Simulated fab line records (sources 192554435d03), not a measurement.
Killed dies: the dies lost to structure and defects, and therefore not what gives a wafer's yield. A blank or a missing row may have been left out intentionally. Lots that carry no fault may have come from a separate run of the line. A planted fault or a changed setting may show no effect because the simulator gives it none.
Chamber matching -- flow n5Finfet -- pecvd-03 running N5_BEOL_M5_ILD_DEP_00: 3 sister chambers
The step deposits SiCOH lowk from DEMS/porogen, target thk 140.64 nm, time 25.9 s. 18 wafers are shown with their chamber, then 9 later ones without.

== WAFERS, EACH WITH ITS CHAMBER ==
wafer,chamber,throttleValvePct (%),showerheadPlenumPTorr (Torr),heaterPowerW (W)
L075.1,1,14.5,5.744,310
L075.4,1,14.4,5.743,320
L075.6,1,14.5,5.750,316
L077.4,2,13.1,5.747,277
L077.5,0,13.5,5.714,304
L077.6,1,14.4,5.739,302
L076.3,1,14.4,5.760,320
L076.4,2,13.2,5.751,290
L076.5,0,13.9,5.736,300
L081.2,1,14.5,5.744,311
L081.3,0,13.9,5.742,318
L081.5,1,14.5,5.742,312
L085.1,1,14.6,5.754,260
L085.2,2,13.5,5.737,294
L085.3,0,14.0,5.727,286
L087.2,0,13.9,5.712,330
L087.3,1,14.2,5.746,309
L087.4,2,13.2,5.727,290

SIGNATURES, as means of the wafers listed above
reading,chamber 0,chamber 1,chamber 2,scatter within a chamber
throttleValvePct,13.840,14.444,13.250,0.151
showerheadPlenumPTorr,5.72620,5.74689,5.74050,0.00964
heaterPowerW,307.60,306.67,287.75,16.4
Rule: for a wafer and a chamber, the distance is found by dividing, reading by reading, the gap between the wafer's reading and the chamber's mean by the reading's scatter, squaring, summing and taking the root. If the next closest chamber is less than 2 further off than the closest, the wafer can't be placed; otherwise it belongs to the closest. How the scatter is found: for the shown wafers, subtract from each reading the mean of its chamber, square and add these, divide the total by (wafers less chambers), then take the root.

== WAFERS WITHOUT THEIR CHAMBER ==
wafer,throttleValvePct (%),showerheadPlenumPTorr (Torr),heaterPowerW (W)
L090.1,14.4,5.755,294
L090.2,13.5,5.735,285
L090.3,13.8,5.727,286
L096.1,14.5,5.732,305
L096.4,14.4,5.757,312
L096.6,13.2,5.724,260
L097.2,13.1,5.745,300
L097.5,14.1,5.730,274
L097.6,13.4,5.746,235

== CHAMBER TAKEN BY EACH ==
wafer,from the rows above,in truth
L090.1,1,1
L090.2,can't be placed: 2 or 0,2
L090.3,0,0
L096.1,1,1
L096.4,1,1
L096.6,2,2
L097.2,2,2
L097.5,can't be placed: 0 or 1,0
L097.6,2,2
Placed correctly: 7 of 9. Not placeable from these rows: 2 (in 2, the candidates include the true chamber). 0 placed wrongly.
